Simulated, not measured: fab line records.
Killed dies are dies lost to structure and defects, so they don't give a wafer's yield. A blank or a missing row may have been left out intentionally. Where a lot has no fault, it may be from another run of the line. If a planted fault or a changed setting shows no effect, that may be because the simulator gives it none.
A lot that was struck, set against a sound lot    flow n5Finfet    35 out of 1938 route steps
Sound: these wafers, L422.1, L422.3, L422.4. Struck: wafers L425.2, L425.5. (L425.6 of the same lot was not struck and is left out.) The cause comes at the end.
Each step with rows lists, per side, the tool, then ch with its chambers, then its first start. Under that, the readings that differ: sound wafers    struck wafers    difference of the means    sigmas: that difference in standard deviations of wafers without a fault.
alike: readings whose means differ by less than 2 such deviations, and words and numbers that are the same on both sides. not compared: withheld readings, readings that some wafer has no value for, bounds like >300 that may hide the same value, and numbers for which the record gives no deviation and whose values overlap.
The two part at a step that has a row with sigmas, a row that says differs or no value, or rows on one side only. Numbers that don't overlap but have no deviation are shown without sigmas and don't part them. A reading that every wafer of one side lacks parts them only if that side has two wafers or more.

first, 9 steps without rows for these wafers: N5_BEOL_M11_COAT_63 (time 60 s, resist thk 100 nm); N5_BEOL_M11_COAT_64 (time 60 s, resist thk 30 nm); N5_BEOL_M11_COAT_22 (resist thk 90 nm); N5_BEOL_M11_EBR_24; N5_BEOL_M11_SOFTBAKE_23 (time 60 s); N5_BEOL_M11_EXPOSE_25 (exposes mask V10); N5_BEOL_M11_PEB_26 (peb time 60 s); N5_BEOL_M11_DEVELOP_27 (develop time 30 s); N5_BEOL_M11_DESCUM_33 (chemistry O2, time 7.9 s).
N5_BEOL_M11_ETCH_65: etches SiARC in CF4, target depth 39 nm, time 65 s.
  sound on rieDiel-01 ch 0,2,3, day 11 01:10; struck on rieDiel-01 ch 0, day 11 17:59
  alike: chamberPressureMTorr, drypumpMotorCurrentA, etchRfOnTimeS, oesProductAu, rfVppV, showerheadPlenumPTorr, throttleValvePct
  not compared: rfHoursCounterH
then, 24 steps without rows for these wafers: N5_BEOL_M11_ETCH_66 (etches SOC in N2/H2, target depth 120 nm, overetch 24 nm, time 180 s); N5_BEOL_M11_STRIP_69 (strips in N2/H2); N5_BEOL_M11_VIA_ETCH_34 (etches SiCOH lowk in C4F6/O2, target depth 184.5 nm, time 69.2 s); N5_BEOL_M11_STRIP_73 (strips in C4F6/O2); N5_BEOL_M11_STRIP_36 (strips in N2/H2); N5_BEOL_M11_TRENCH_ETCH_37 (etches SiCOH lowk in C4F6/O2, target depth 148.83 nm, time 48 s); N5_BEOL_M11_ETCH_41 (etches SiCN in CH3F/O2, target depth 42.6 nm, time 86 s); N5_BEOL_M11_STRIP_77 (strips in N2/H2, time 10 s); N5_BEOL_M11_HM_STRIP_39 (strips TiN in peroxide tin strip, target depth 25 nm, time 158 s); N5_BEOL_M11_SRD_40 (time 30 s); N5_BEOL_M11_PRECLEAN_42 (cleans in residue remover, time 60 s); N5_BEOL_M11_SRD_43 (time 30 s); N5_BEOL_M11_CURE_72 (cures SiCOH lowk, time 120 s); N5_BEOL_M11_DEGAS_44 (time 60 s); N5_BEOL_M11_PRE_CLEAN_45 (time 30 s); N5_BEOL_M11_ALD_74 (deposits TaN, target thk 2 nm, pulse time 2 s, purge time 3 s); N5_BEOL_M11_SURFACE_TREAT_76; N5_BEOL_M11_CVD_75 (deposits Co from CCTBA/H2, target thk 2 nm, time 138.9 s); N5_BEOL_M11_SPUTTER_48 (material Cu, target thk 12 nm, time 2 s); N5_BEOL_M11_ECD_50 (material Cu, target thk 318 nm); N5_BEOL_M11_ANNEAL_51 (time 90 s); N5_BEOL_M11_CMP_52 (polishes, stops on SiCOH lowk, t overpolish 7 s, target thk 140 nm); N5_BEOL_M11_PRE_CLEAN_55 (time 15 s); N5_BEOL_M11_DEP_56 (deposits SiCN from 3MS/NH3, target thk 30 nm, time 10.5 s).
N5_PASSIVATION_PROBE_49:
  rows exist in the record for the struck wafers here (prober-01, day 13 11:34), but not for the sound ones

## WHERE THEY PART
Within this record, at N5_PASSIVATION_PROBE_49 only.

WHY: whatever the simulator had introduced
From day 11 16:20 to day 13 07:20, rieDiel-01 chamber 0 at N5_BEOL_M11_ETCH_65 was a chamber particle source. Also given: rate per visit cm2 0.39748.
